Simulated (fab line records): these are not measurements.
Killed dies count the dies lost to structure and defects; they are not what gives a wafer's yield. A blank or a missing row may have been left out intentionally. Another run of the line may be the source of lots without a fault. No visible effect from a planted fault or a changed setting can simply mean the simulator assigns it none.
Chamber matching ; flow n5-finfet ; N5_HKMG_FIN_ETCH_86 on rie-diel-02: 4 sister chambers
The step etches SOC in N2/H2, stops on TiN, target depth 393.2 nm. 16 wafers are shown with their chamber, then 8 later ones without.

## WAFERS, EACH WITH ITS CHAMBER
wafer;chamber;drypump-motor-current-A (A);throttle-valve-pct (%);oes-product-au (a.u.)
L075.2;2;5.6;17.94;0.84
L075.3;0;6.2;17.45;0.73
L075.5;1;6.5;17.86;0.67
L076.1;1;6.5;17.87;0.68
L076.2;2;5.7;17.93;0.85
L076.5;1;6.5;17.85;0.67
L081.2;1;6.5;17.41;0.99
L081.5;1;6.5;17.40;0.99
L081.6;0;6.3;17.48;0.71
L087.1;3;6.0;17.65;0.91
L087.4;2;5.7;17.96;0.81
L087.5;3;6.0;17.67;0.92
L088.1;0;6.3;17.50;0.70
L088.3;3;6.0;17.66;0.90
L088.6;0;6.2;17.51;0.71
L091.1;1;6.5;17.44;0.92

SIGNATURES, as means of the wafers listed above
reading;chamber 0;chamber 1;chamber 2;chamber 3;scatter within a chamber
drypump-motor-current-A;6.250;6.500;5.667;6.000;0.0373
throttle-valve-pct;17.4850;17.6383;17.9433;17.6600;0.158
oes-product-au;0.7125;0.8200;0.8333;0.9100;0.106
Rule: a wafer's distance from a chamber is the root of the sum, over the readings, of the square of ((its reading less the chamber's mean) divided by the reading's scatter). The wafer belongs to the nearest chamber; if the next one is less than 2 further off, it can't be placed. The scatter is the square root of a quotient: the sum, over the shown wafers, of each reading's squared deviation from its chamber's mean, divided by wafers minus chambers.

## WAFERS WITHOUT THEIR CHAMBER
wafer;drypump-motor-current-A (A);throttle-valve-pct (%);oes-product-au (a.u.)
L091.5;5.7;17.98;0.80
L091.6;6.0;17.68;0.89
L093.2;6.5;17.44;0.90
L093.4;5.6;17.99;0.79
L093.5;6.5;17.45;0.91
L096.2;6.2;17.54;0.69
L096.4;6.0;17.69;0.88
L096.6;6.0;17.70;0.88

## CHAMBER TAKEN BY EACH
wafer;from the rows above;in truth
L091.5;2;2
L091.6;3;3
L093.2;1;1
L093.4;2;2
L093.5;1;1
L096.2;0;0
L096.4;3;3
L096.6;3;3
8 of 8 placed correctly. Can't be placed from these rows: 0. Placed wrongly: 0.
